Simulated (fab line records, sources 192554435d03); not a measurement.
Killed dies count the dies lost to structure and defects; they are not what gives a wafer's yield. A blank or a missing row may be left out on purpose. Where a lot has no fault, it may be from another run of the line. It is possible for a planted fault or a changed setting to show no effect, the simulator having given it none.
Matching of chambers / flow n5-finfet / 4 sister chambers for N5_BEOL_M0_STRIP_142 on rie-diel-04
The step strips in N2/H2, time 10 s. 22 wafers are shown with their chamber, then 11 later ones without.

== WAFERS, EACH WITH ITS CHAMBER ==
wafer=L075.1; chamber=3; drypump-motor-current-A (A)=4.9; showerhead-plenum-p-Torr (Torr)=2.44; throttle-valve-pct (%)=23.93
wafer=L075.3; chamber=1; drypump-motor-current-A (A)=5.8; showerhead-plenum-p-Torr (Torr)=2.59; throttle-valve-pct (%)=23.94
wafer=L075.4; chamber=2; drypump-motor-current-A (A)=4.9; showerhead-plenum-p-Torr (Torr)=2.63; throttle-valve-pct (%)=23.55
wafer=L078.1; chamber=3; drypump-motor-current-A (A)=4.9; showerhead-plenum-p-Torr (Torr)=2.44; throttle-valve-pct (%)=23.93
wafer=L078.5; chamber=3; drypump-motor-current-A (A)=4.9; showerhead-plenum-p-Torr (Torr)=2.44; throttle-valve-pct (%)=23.92
wafer=L078.6; chamber=0; drypump-motor-current-A (A)=6.1; showerhead-plenum-p-Torr (Torr)=2.67; throttle-valve-pct (%)=24.07
wafer=L079.1; chamber=0; drypump-motor-current-A (A)=6.0; showerhead-plenum-p-Torr (Torr)=2.67; throttle-valve-pct (%)=24.06
wafer=L079.3; chamber=1; drypump-motor-current-A (A)=5.8; showerhead-plenum-p-Torr (Torr)=2.59; throttle-valve-pct (%)=23.95
wafer=L079.4; chamber=3; drypump-motor-current-A (A)=4.9; showerhead-plenum-p-Torr (Torr)=2.44; throttle-valve-pct (%)=23.93
wafer=L080.3; chamber=1; drypump-motor-current-A (A)=5.8; showerhead-plenum-p-Torr (Torr)=2.58; throttle-valve-pct (%)=23.96
wafer=L080.4; chamber=3; drypump-motor-current-A (A)=4.9; showerhead-plenum-p-Torr (Torr)=2.44; throttle-valve-pct (%)=23.94
wafer=L080.5; chamber=3; drypump-motor-current-A (A)=4.9; showerhead-plenum-p-Torr (Torr)=2.44; throttle-valve-pct (%)=23.94
wafer=L082.3; chamber=1; drypump-motor-current-A (A)=5.8; showerhead-plenum-p-Torr (Torr)=2.58; throttle-valve-pct (%)=23.95
wafer=L082.4; chamber=0; drypump-motor-current-A (A)=6.0; showerhead-plenum-p-Torr (Torr)=2.67; throttle-valve-pct (%)=24.06
wafer=L082.6; chamber=1; drypump-motor-current-A (A)=5.8; showerhead-plenum-p-Torr (Torr)=2.58; throttle-valve-pct (%)=23.96
wafer=L085.2; chamber=2; drypump-motor-current-A (A)=4.9; showerhead-plenum-p-Torr (Torr)=2.62; throttle-valve-pct (%)=23.57
wafer=L085.3; chamber=1; drypump-motor-current-A (A)=5.8; showerhead-plenum-p-Torr (Torr)=2.58; throttle-valve-pct (%)=23.99
wafer=L085.4; chamber=3; drypump-motor-current-A (A)=4.9; showerhead-plenum-p-Torr (Torr)=2.43; throttle-valve-pct (%)=23.97
wafer=L088.3; chamber=2; drypump-motor-current-A (A)=4.9; showerhead-plenum-p-Torr (Torr)=2.62; throttle-valve-pct (%)=23.60
wafer=L088.5; chamber=2; drypump-motor-current-A (A)=4.9; showerhead-plenum-p-Torr (Torr)=2.62; throttle-valve-pct (%)=23.58
wafer=L088.6; chamber=3; drypump-motor-current-A (A)=4.9; showerhead-plenum-p-Torr (Torr)=2.43; throttle-valve-pct (%)=23.96
wafer=L090.1; chamber=2; drypump-motor-current-A (A)=4.9; showerhead-plenum-p-Torr (Torr)=2.62; throttle-valve-pct (%)=23.60

SIGNATURES (averages over the wafers above)
reading=drypump-motor-current-A; chamber 0=6.033; chamber 1=5.800; chamber 2=4.900; chamber 3=4.900; scatter within a chamber=0.0192
reading=showerhead-plenum-p-Torr; chamber 0=2.6700; chamber 1=2.5833; chamber 2=2.6220; chamber 3=2.4375; scatter within a chamber=0.00449
reading=throttle-valve-pct; chamber 0=24.0633; chamber 1=23.9583; chamber 2=23.5800; chamber 3=23.9400; scatter within a chamber=0.0172
Rule: a wafer lies at a distance from a chamber equal to the root of the sum of squares, over the readings, of (its reading less the chamber's mean, divided by the reading's scatter). If the next closest chamber is less than 2 further off than the closest, the wafer can't be placed; otherwise it belongs to the closest. The scatter: take each reading less its chamber's mean, square it, sum over the shown wafers, divide by the number of wafers less the number of chambers, and take the root.

== WAFERS MISSING THEIR CHAMBER ==
wafer=L090.4; drypump-motor-current-A (A)=4.9; showerhead-plenum-p-Torr (Torr)=2.43; throttle-valve-pct (%)=23.96
wafer=L090.6; drypump-motor-current-A (A)=5.8; showerhead-plenum-p-Torr (Torr)=2.57; throttle-valve-pct (%)=23.99
wafer=L092.4; drypump-motor-current-A (A)=5.8; showerhead-plenum-p-Torr (Torr)=2.57; throttle-valve-pct (%)=24.00
wafer=L092.5; drypump-motor-current-A (A)=5.8; showerhead-plenum-p-Torr (Torr)=2.57; throttle-valve-pct (%)=23.99
wafer=L092.6; drypump-motor-current-A (A)=4.9; showerhead-plenum-p-Torr (Torr)=2.61; throttle-valve-pct (%)=23.59
wafer=L093.3; drypump-motor-current-A (A)=4.9; showerhead-plenum-p-Torr (Torr)=2.61; throttle-valve-pct (%)=23.59
wafer=L093.4; drypump-motor-current-A (A)=5.8; showerhead-plenum-p-Torr (Torr)=2.57; throttle-valve-pct (%)=24.03
wafer=L093.5; drypump-motor-current-A (A)=5.8; showerhead-plenum-p-Torr (Torr)=2.57; throttle-valve-pct (%)=24.00
wafer=L095.1; drypump-motor-current-A (A)=4.9; showerhead-plenum-p-Torr (Torr)=2.43; throttle-valve-pct (%)=23.97
wafer=L095.3; drypump-motor-current-A (A)=6.1; showerhead-plenum-p-Torr (Torr)=2.66; throttle-valve-pct (%)=24.10
wafer=L095.4; drypump-motor-current-A (A)=5.8; showerhead-plenum-p-Torr (Torr)=2.57; throttle-valve-pct (%)=24.01

== CHAMBER TAKEN BY EACH ==
wafer=L090.4; from the rows above=3; in truth=3
wafer=L090.6; from the rows above=1; in truth=1
wafer=L092.4; from the rows above=1; in truth=1
wafer=L092.5; from the rows above=1; in truth=1
wafer=L092.6; from the rows above=2; in truth=2
wafer=L093.3; from the rows above=2; in truth=2
wafer=L093.4; from the rows above=1; in truth=1
wafer=L093.5; from the rows above=1; in truth=1
wafer=L095.1; from the rows above=3; in truth=3
wafer=L095.3; from the rows above=0; in truth=0
wafer=L095.4; from the rows above=1; in truth=1
Correctly placed: 11 of 11. Not placeable from these rows: 0. Wrongly placed: 0.
